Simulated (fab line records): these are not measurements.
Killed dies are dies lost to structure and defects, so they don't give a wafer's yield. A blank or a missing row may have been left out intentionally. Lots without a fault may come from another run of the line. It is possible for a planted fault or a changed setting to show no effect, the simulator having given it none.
The tool behind it: which one? | flow nand-harc | 24 lots, 72 wafers sampled, at 6 steps of a route of 1159

WHAT THE GAUGES SHOWED, per wafer
NHARC_P_M0_THK_MEAS_24: measures by xrf.
lot  | measured     | on            | thk-nm (nm)
L074 | day 5 17:35  | film-metro-01 | 115.8 117.8 117.4
L075 | day 6 03:42  | film-metro-01 | 119.9 119.9 118.8
L076 | day 6 17:28  | film-metro-01 | 117.6 118.3 117.4
L077 | day 6 17:08  | film-metro-02 | 116.3 115.3 114.5
L078 | day 7 02:21  | film-metro-01 | 119.7 117.2 117.7
L079 | day 7 02:25  | film-metro-02 | 117.4 116.0 116.1
L080 | day 7 23:21  | film-metro-02 | 117.3 118.0 118.7
L081 | day 8 00:02  | film-metro-02 | 117.5 116.5 115.9
L082 | day 7 23:53  | film-metro-02 | 118.7 116.8 117.2
L083 | day 8 08:06  | film-metro-01 | 117.9 117.7 115.7
L084 | day 8 17:06  | film-metro-02 | 116.8 116.4 117.8
L085 | day 9 01:56  | film-metro-02 | 117.2 118.3 117.8
L086 | day 9 02:34  | film-metro-02 | 114.1 116.0 115.7
L087 | day 9 13:57  | film-metro-02 | 114.9 117.0 117.1
L088 | day 9 14:59  | film-metro-02 | 118.3 118.7 116.8
L089 | day 9 14:27  | film-metro-02 | 117.6 119.0 120.9
L090 | day 9 22:17  | film-metro-02 | 117.6 117.3 116.4
L091 | day 9 23:58  | film-metro-02 | 117.2 117.5 116.6
L092 | day 10 20:59 | film-metro-02 | 119.8 118.6 117.3
L093 | day 10 20:26 | film-metro-02 | 117.2 119.1 116.2
L094 | day 10 23:38 | film-metro-02 | 115.5 116.4 116.4
L095 | day 10 21:55 | film-metro-02 | 118.2 118.5 117.7
L096 | day 11 07:51 | film-metro-02 | 119.0 116.8 117.2
L097 | day 11 08:29 | film-metro-02 | 117.6 120.5 118.5

EACH LOT AND THE TOOL THAT RAN IT (in order: tool; ch and the chambers of the sampled wafers; start)
lot  | NHARC_P_ZERO_WELL_DESCUM_13       | NHARC_P_CONTACT_ALD_22              | NHARC_P_CONTACT_CMP_24        | NHARC_P_M0_PVD_20                       | NHARC_P_M0_ANNEAL_30
L074 | rie-diel-07 ch 1,2,3, day 1 13:25 | ald-metal-04 ch 0,2,3, day 5 12:58  | cmp-03 ch 2,3, day 5 13:46    | pvd-sputter-02, day 5 16:56 or earlier  | rtp-anneal-02 ch 0, day 5 16:56
L075 | rie-diel-04 ch 0,1,2, day 1 19:30 | ald-metal-04 ch 0,1,2, day 5 19:53  | cmp-03 ch 0,2,3, day 5 23:48  | pvd-sputter-03, day 6 03:02 or earlier  | rtp-anneal-02 ch 0, day 6 03:02
L076 | rie-diel-04 ch 0,2, day 2 01:24   | ald-metal-02 ch 0,1,3, day 6 08:01  | cmp-03 ch 0,2,3, day 6 13:35  | pvd-sputter-02, day 6 16:51 or earlier  | rtp-anneal-02 ch 0, day 6 16:51
L077 | rie-diel-07 ch 0,3, day 2 07:33   | ald-metal-04 ch 0,1,2, day 6 07:34  | cmp-04 ch 0,3, day 6 13:20    | pvd-sputter-03, day 6 16:28 or earlier  | rtp-anneal-01 ch 0, day 6 16:28
L078 | rie-diel-07 ch 0,1,2, day 2 13:24 | ald-metal-02 ch 1,2, day 6 18:06    | cmp-02 ch 0,2,3, day 6 22:22  | pvd-sputter-01, day 7 01:41 or earlier  | rtp-anneal-01 ch 0, day 7 01:41
L079 | rie-diel-07 ch 1,2,3, day 2 19:23 | ald-metal-04 ch 1,2,3, day 6 18:40  | cmp-03 ch 0,1,3, day 6 22:40  | pvd-sputter-02, day 7 01:46 or earlier  | rtp-anneal-02 ch 0, day 7 01:46
L080 | rie-diel-07 ch 0,2,3, day 3 01:17 | ald-metal-02 ch 0,1, day 7 10:53    | cmp-02 ch 0,1,2, day 7 19:34  | pvd-sputter-02, day 7 22:43 or earlier  | rtp-anneal-02 ch 0, day 7 22:43
L081 | rie-diel-04 ch 0,2,3, day 3 07:25 | ald-metal-01 ch 0,1,2, day 7 12:04  | cmp-04 ch 0,3, day 7 20:10    | pvd-sputter-02, day 7 23:22 or earlier  | rtp-anneal-02 ch 0, day 7 23:22
L082 | rie-diel-04 ch 1,2, day 3 13:19   | ald-metal-04 ch 0,1,2, day 7 11:17  | cmp-03 ch 0,2,3, day 7 20:04  | pvd-sputter-03, day 7 23:13 or earlier  | rtp-anneal-01 ch 0, day 7 23:13
L083 | rie-diel-04 ch 0,1,3, day 3 19:40 | ald-metal-01 ch 0,1,3, day 8 03:01  | cmp-02 ch 0,3, day 8 03:51    | pvd-sputter-03, day 8 07:35 or earlier  | rtp-anneal-02 ch 0, day 8 07:35
L084 | rie-diel-07 ch 0,1,3, day 4 01:17 | ald-metal-02 ch 1,3, day 8 08:22    | cmp-04 ch 0,1,2, day 8 13:23  | pvd-sputter-01, day 8 16:26 or earlier  | rtp-anneal-01 ch 0, day 8 16:26
L085 | rie-diel-04 ch 2,3, day 4 07:17   | ald-metal-04 ch 1,2,3, day 8 21:13  | cmp-02 ch 0,1,3, day 8 22:04  | pvd-sputter-03, day 9 01:19 or earlier  | rtp-anneal-02 ch 0, day 9 01:19
L086 | rie-diel-10 ch 0,1, day 4 13:26   | ald-metal-01 ch 1,2,3, day 8 21:45  | cmp-04 ch 0,1,2, day 8 22:41  | pvd-sputter-02, day 9 01:57 or earlier  | rtp-anneal-02 ch 0, day 9 01:57
L087 | rie-diel-07 ch 0,1,2, day 4 19:24 | ald-metal-01 ch 1,3, day 9 02:22    | cmp-04 ch 2,3, day 9 10:03    | pvd-sputter-01, day 9 13:17 or earlier  | rtp-anneal-02 ch 0, day 9 13:17
L088 | rie-diel-07 ch 0,1,3, day 5 01:18 | ald-metal-04 ch 0,1,3, day 9 05:23  | cmp-03 ch 0,2, day 9 11:09    | pvd-sputter-01, day 9 14:26 or earlier  | rtp-anneal-02 ch 0, day 9 14:26
L089 | rie-diel-10 ch 1,3, day 5 07:24   | ald-metal-02 ch 0,2, day 9 04:23    | cmp-02 ch 0,1,2, day 9 10:38  | pvd-sputter-02, day 9 13:53 or earlier  | rtp-anneal-01 ch 0, day 9 13:53
L090 | rie-diel-10 ch 0,3, day 5 13:17   | ald-metal-01 ch 0,3, day 9 17:17    | cmp-03 ch 0,2,3, day 9 18:14  | pvd-sputter-03, day 9 21:38 or earlier  | rtp-anneal-01 ch 0, day 9 21:38
L091 | rie-diel-07 ch 0,1,2, day 5 19:37 | ald-metal-04 ch 1,2,3, day 9 18:59  | cmp-04 ch 0,2, day 9 20:08    | pvd-sputter-01, day 9 23:17 or earlier  | rtp-anneal-01 ch 0, day 9 23:17
L092 | rie-diel-10 ch 1,2, day 6 01:31   | ald-metal-01 ch 0,3, day 10 12:13   | cmp-02 ch 0,2,3, day 10 17:10 | pvd-sputter-02, day 10 20:19 or earlier | rtp-anneal-02 ch 0, day 10 20:19
L093 | rie-diel-07 ch 1,2,3, day 6 07:24 | ald-metal-02 ch 0,1,2, day 10 12:04 | cmp-04 ch 0,1,2, day 10 16:34 | pvd-sputter-01, day 10 19:46 or earlier | rtp-anneal-01 ch 0, day 10 19:46
L094 | rie-diel-07 ch 0,1,2, day 6 13:24 | ald-metal-01 ch 1,2, day 10 18:49   | cmp-02 ch 1,2, day 10 19:41   | pvd-sputter-02, day 10 23:02 or earlier | rtp-anneal-01 ch 0, day 10 23:02
L095 | rie-diel-04 ch 0,1, day 6 19:24   | ald-metal-02 ch 1,2,3, day 10 17:16 | cmp-04 ch 1,2,3, day 10 18:09 | pvd-sputter-03, day 10 21:15 or earlier | rtp-anneal-01 ch 0, day 10 21:15
L096 | rie-diel-10 ch 0,1, day 7 01:17   | ald-metal-02 ch 0,2,3, day 11 03:07 | cmp-02 ch 0,3, day 11 03:56   | pvd-sputter-02, day 11 07:17 or earlier | rtp-anneal-02 ch 0, day 11 07:17
L097 | rie-diel-10 ch 2,3, day 7 07:17   | ald-metal-01 ch 0,1,2, day 11 03:34 | cmp-04 ch 0,1,3, day 11 04:27 | pvd-sputter-02, day 11 07:55 or earlier | rtp-anneal-02 ch 0, day 11 07:55
- NHARC_P_ZERO_WELL_DESCUM_13: chemistry O2, time 3 s.
- NHARC_P_CONTACT_ALD_22: deposits TiN, target thk 3 nm, pulse time 1 s, ald cycles 150.
- NHARC_P_CONTACT_CMP_24: polishes, t overpolish 30 s, target thk 200 nm.
- NHARC_P_M0_PVD_20: deposits TaN, target thk 5 nm, time 8.06 s.
- NHARC_P_M0_ANNEAL_30: time 90 s.

AS READ BY THE TOOLS THEMSELVES (means over the sampled wafers that have a number; for cases with no such wafer, the mark the record gives instead)
NHARC_P_ZERO_WELL_DESCUM_13.
lot  | tool        | drypump-motor-current-A (A) | o2-flow-sccm (sccm) | oes-product-au (a.u.) | rf-vpp-V (V) | showerhead-plenum-p-Torr (Torr) | throttle-valve-pct (%)
L074 | rie-diel-07 | 5.3                         | 199.7               | 0.997                 | 58.0         | 1.92                            | 11.320
L075 | rie-diel-04 | 5.8                         | 199.6               | 0.997                 | 57.3         | 1.99                            | 11.312
L076 | rie-diel-04 | 5.9                         | 199.9               | 1.011                 | 58.6         | 2.00                            | 11.312
L077 | rie-diel-07 | 5.7                         | 199.3               | 1.002                 | 58.1         | 1.91                            | 11.308
L078 | rie-diel-07 | 5.6                         | 199.8               | 1.003                 | 57.2         | 1.86                            | 11.310
L079 | rie-diel-07 | 5.3                         | 199.9               | 0.996                 | 58.1         | 1.92                            | 11.311
L080 | rie-diel-07 | 5.6                         | 200.1               | 0.999                 | 58.1         | 1.92                            | 11.308
L081 | rie-diel-04 | 6.2                         | 200.1               | 1.004                 | 58.2         | 1.93                            | 11.306
L082 | rie-diel-04 | 5.7                         | 199.9               | 1.005                 | 58.0         | 1.97                            | 11.311
L083 | rie-diel-04 | 5.8                         | 200.0               | 0.995                 | 58.6         | 1.97                            | 11.310
L084 | rie-diel-07 | 5.4                         | 200.6               | 0.998                 | 57.7         | 1.91                            | 11.309
L085 | rie-diel-04 | 6.4                         | 200.3               | 0.993                 | 57.5         | 1.86                            | 11.307
L086 | rie-diel-10 | 5.8                         | 200.4               | 1.003                 | 57.6         | 1.88                            | 11.310
L087 | rie-diel-07 | 5.6                         | 200.1               | 1.003                 | 56.9         | 1.85                            | 11.313
L088 | rie-diel-07 | 5.4                         | 200.1               | 0.999                 | 57.6         | 1.91                            | 11.312
L089 | rie-diel-10 | 5.7                         | 200.2               | 1.001                 | 57.9         | 1.84                            | 11.307
L090 | rie-diel-10 | 5.6                         | 199.5               | 1.004                 | 57.9         | 1.99                            | 11.307
L091 | rie-diel-07 | 5.6                         | 200.1               | 1.001                 | 57.6         | 1.85                            | 11.310
L092 | rie-diel-10 | 5.7                         | 199.8               | 1.008                 | 58.2         | 1.97                            | 11.299
L093 | rie-diel-07 | 5.3                         | 199.8               | 1.000                 | 57.9         | 1.92                            | 11.322
L094 | rie-diel-07 | 5.6                         | 199.3               | 0.998                 | 57.2         | 1.85                            | 11.308
L095 | rie-diel-04 | 5.5                         | 200.8               | 0.998                 | 58.6         | 2.03                            | 11.310
L096 | rie-diel-10 | 5.7                         | 200.4               | 0.995                 | 58.9         | 1.96                            | 11.302
L097 | rie-diel-10 | 5.6                         | 199.8               | 1.004                 | 57.5         | 1.93                            | 11.307

NHARC_P_CONTACT_ALD_22.
lot  | tool         | heater-power-w (W) | precursor-pulse-height-rel | susceptor-temp-C (C)
L074 | ald-metal-04 | 1117               | 0.985                      | 450.10
L075 | ald-metal-04 | 1109               | 0.975                      | 449.97
L076 | ald-metal-02 | 1085               | 1.002                      | 449.92
L077 | ald-metal-04 | 1115               | 1.007                      | 449.92
L078 | ald-metal-02 | 1040               | 0.994                      | 449.96
L079 | ald-metal-04 | 1115               | 1.007                      | 450.06
L080 | ald-metal-02 | 1016               | 1.014                      | 449.90
L081 | ald-metal-01 | 1035               | 1.012                      | 450.00
L082 | ald-metal-04 | 1106               | 0.981                      | 450.07
L083 | ald-metal-01 | 1019               | 0.993                      | 450.31
L084 | ald-metal-02 | 1111               | 1.004                      | 449.96
L085 | ald-metal-04 | 1101               | 1.000                      | 450.06
L086 | ald-metal-01 | 1071               | 1.026                      | 450.07
L087 | ald-metal-01 | 980                | 1.004                      | 449.75
L088 | ald-metal-04 | 1189               | 1.000                      | 449.93
L089 | ald-metal-02 | 1067               | 1.003                      | 449.96
L090 | ald-metal-01 | 1055               | 1.004                      | 449.84
L091 | ald-metal-04 | 1135               | 0.997                      | 450.20
L092 | ald-metal-01 | 1060               | 0.991                      | 449.86
L093 | ald-metal-02 | 1011               | 0.998                      | 450.11
L094 | ald-metal-01 | 1095               | 1.018                      | 450.21
L095 | ald-metal-02 | 1059               | 0.991                      | 450.15
L096 | ald-metal-02 | 1088               | 1.014                      | 449.98
L097 | ald-metal-01 | 1048               | 0.991                      | 450.07

NHARC_P_CONTACT_CMP_24.
lot  | tool   | edge-zone-pressure-frac | motor-current-A (A) | overpolish-run-s (s) | retaining-ring-pressure-frac | slurry-flow-ml-min | time-to-endpoint-s (s)
L074 | cmp-03 | 1.004                   | 12.7                | 30.003               | 1.003                        | 149.8              | 35.6
L075 | cmp-03 | 0.999                   | 13.4                | 30.012               | 1.003                        | 150.3              | 35.4
L076 | cmp-03 | 1.001                   | 12.9                | 29.996               | 1.000                        | 150.1              | 38.0
L077 | cmp-04 | 0.993                   | 10.6                | 30.007               | 0.994                        | 149.9              | 36.5
L078 | cmp-02 | 1.002                   | 11.7                | 29.991               | 0.999                        | 150.5              | 39.3
L079 | cmp-03 | 0.999                   | 12.9                | 29.995               | 0.997                        | 150.2              | 41.2
L080 | cmp-02 | 1.001                   | 11.9                | 29.992               | 0.998                        | 149.9              | 40.3
L081 | cmp-04 | 1.001                   | 11.2                | 30.002               | 1.002                        | 149.8              | 38.2
L082 | cmp-03 | 1.000                   | 13.4                | 29.998               | 1.006                        | 149.8              | 38.9
L083 | cmp-02 | 1.000                   | 12.1                | 29.999               | 1.001                        | 150.1              | 38.9
L084 | cmp-04 | 1.001                   | 10.6                | 30.011               | 1.005                        | 149.8              | 39.8
L085 | cmp-02 | 0.999                   | 11.7                | 29.996               | 0.996                        | 150.1              | 38.9
L086 | cmp-04 | 1.003                   | 11.0                | 29.994               | 1.002                        | 150.1              | 36.9
L087 | cmp-04 | 0.999                   | 11.8                | 29.997               | 1.001                        | 149.8              | 38.3
L088 | cmp-03 | 1.006                   | 12.9                | 29.996               | 1.004                        | 150.1              | 35.3
L089 | cmp-02 | 0.999                   | 12.3                | 30.003               | 1.002                        | 150.4              | 38.9
L090 | cmp-03 | 1.001                   | 12.9                | 30.012               | 0.998                        | 150.1              | 35.5
L091 | cmp-04 | 0.998                   | 10.6                | 30.001               | 1.002                        | 149.9              | 39.2
L092 | cmp-02 | 1.001                   | 11.5                | 29.997               | 0.999                        | 149.9              | 42.7
L093 | cmp-04 | 1.002                   | 11.0                | 30.003               | 0.997                        | 149.2              | 39.7
L094 | cmp-02 | 0.995                   | 12.2                | 29.996               | 1.004                        | 150.1              | 39.6
L095 | cmp-04 | 1.001                   | 11.3                | 29.998               | 1.001                        | 150.0              | 42.7
L096 | cmp-02 | 1.000                   | 11.7                | 29.999               | 0.997                        | 149.7              | 38.3
L097 | cmp-04 | 0.999                   | 10.6                | 29.993               | 1.001                        | 150.4              | 42.5

NHARC_P_M0_PVD_20.
lot  | tool           | cathode-dc-power-W (W) | throttle-valve-pct (%)
L074 | pvd-sputter-02 | 15002                  | 30.4
L075 | pvd-sputter-03 | 15001                  | 30.6
L076 | pvd-sputter-02 | 14999                  | 30.1
L077 | pvd-sputter-03 | 15000                  | 30.4
L078 | pvd-sputter-01 | 15002                  | 31.2
L079 | pvd-sputter-02 | 14998                  | 29.6
L080 | pvd-sputter-02 | 15001                  | 30.3
L081 | pvd-sputter-02 | 14998                  | 30.2
L082 | pvd-sputter-03 | 14997                  | 30.0
L083 | pvd-sputter-03 | 14998                  | 29.4
L084 | pvd-sputter-01 | 14999                  | 30.7
L085 | pvd-sputter-03 | 15002                  | 30.5
L086 | pvd-sputter-02 | 15002                  | 30.2
L087 | pvd-sputter-01 | 14998                  | 30.5
L088 | pvd-sputter-01 | 15000                  | 30.7
L089 | pvd-sputter-02 | 14999                  | 29.4
L090 | pvd-sputter-03 | 15001                  | 30.5
L091 | pvd-sputter-01 | 15000                  | 30.4
L092 | pvd-sputter-02 | 15003                  | 28.7
L093 | pvd-sputter-01 | 14999                  | 30.1
L094 | pvd-sputter-02 | 15000                  | 29.4
L095 | pvd-sputter-03 | 15001                  | 29.3
L096 | pvd-sputter-02 | 15001                  | 29.3
L097 | pvd-sputter-02 | 15004                  | 29.8

NHARC_P_M0_ANNEAL_30.
lot  | tool          | wafer_temp_C_max
L074 | rtp-anneal-02 | 227.1
L075 | rtp-anneal-02 | 227.0
L076 | rtp-anneal-02 | 226.5
L077 | rtp-anneal-01 | 226.1
L078 | rtp-anneal-01 | 226.4
L079 | rtp-anneal-02 | 227.1
L080 | rtp-anneal-02 | 226.5
L081 | rtp-anneal-02 | 226.3
L082 | rtp-anneal-01 | 226.4
L083 | rtp-anneal-02 | 226.8
L084 | rtp-anneal-01 | 226.6
L085 | rtp-anneal-02 | 226.8
L086 | rtp-anneal-02 | 227.1
L087 | rtp-anneal-02 | 226.7
L088 | rtp-anneal-02 | 226.7
L089 | rtp-anneal-01 | 226.3
L090 | rtp-anneal-01 | 226.4
L091 | rtp-anneal-01 | 226.5
L092 | rtp-anneal-02 | 226.8
L093 | rtp-anneal-01 | 226.2
L094 | rtp-anneal-01 | 226.6
L095 | rtp-anneal-01 | 226.3
L096 | rtp-anneal-02 | 226.5
L097 | rtp-anneal-02 | 226.7

THE ANSWER, worked out from the rows above alone
Rule: the usual values come from the lots themselves. Put in order of their means at a reading, lots are off if they are a third of the lots or fewer, leave a main group of 4 or more, and stand apart from it by a gap of 3 or more times the standard deviation of the main group's means; of several such gaps the widest counts. Not used: any main group whose means are identical at the precision the tables above print for the reading. Also off: a lot with no number at a reading for which 4 or more lots have one. The other lots that the step has rows for count as sound. Order of review: gauges by route order, followed by the tools' own readings, for which a lot's mean as printed above is used. At the first step where some lot is off, the reading lying furthest off is the one used; lots without a number count as furthest.
No lot is off at any reading shown: from this, nothing can be told.

WHAT THE SIMULATOR HAD INSERTED
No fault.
